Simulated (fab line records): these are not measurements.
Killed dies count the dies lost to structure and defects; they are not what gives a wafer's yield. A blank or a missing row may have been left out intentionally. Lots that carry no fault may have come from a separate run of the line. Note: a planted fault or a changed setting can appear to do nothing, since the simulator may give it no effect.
Chamber matching ; flow n5 finfet ; ald sin-01 running N5_STI_FIN_REVEAL_ALD_00: 4 sister chambers
The step deposits SiO2, target thk 1 nm, pulse time 1 s. 4 wafers are shown with their chamber, then 12 later ones without.

## EACH WAFER AND ITS CHAMBER
wafer;chamber;heater power w (W)
L091.5;0;512
L092.1;2;436
L092.2;3;456
L092.5;1;445

## WAFERS WITH NO CHAMBER GIVEN
wafer;heater power w (W)
L093.3;431
L093.5;429
L093.6;462
L094.2;461
L094.3;522
L094.6;444
L096.4;439
L096.5;434
L096.6;520
L097.2;433
L097.3;467
L097.6;432

## CHAMBER TAKEN BY EACH
wafer;from the rows above;in truth
L093.3;can't be placed: 2 or 1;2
L093.5;can't be placed: 2 or 1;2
L093.6;can't be placed: 3 or 1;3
L094.2;can't be placed: 3 or 1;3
L094.3;0;0
L094.6;can't be placed: 1 or 2 or 3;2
L096.4;can't be placed: 2 or 1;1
L096.5;can't be placed: 2 or 1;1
L096.6;0;0
L097.2;can't be placed: 2 or 1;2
L097.3;can't be placed: 3 or 1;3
L097.6;can't be placed: 2 or 1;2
Correctly placed: 2 of 12. These rows do not allow placing 10 (true chamber among the candidates in 10). Wrongly placed: 0.
How it was worked out, from the rows above alone: a wafer's distance from a chamber is the root of the sum, over the readings, of the square of ((its reading less the chamber's mean) divided by the reading's scatter). The wafer belongs to the nearest chamber; if the next one is less than 2 further off, it can't be placed. A chamber's mean is the mean of its shown wafers. The scatter: with one shown wafer a chamber, the root of the mean of the squares of how far each hidden wafer lies from its nearest shown one.
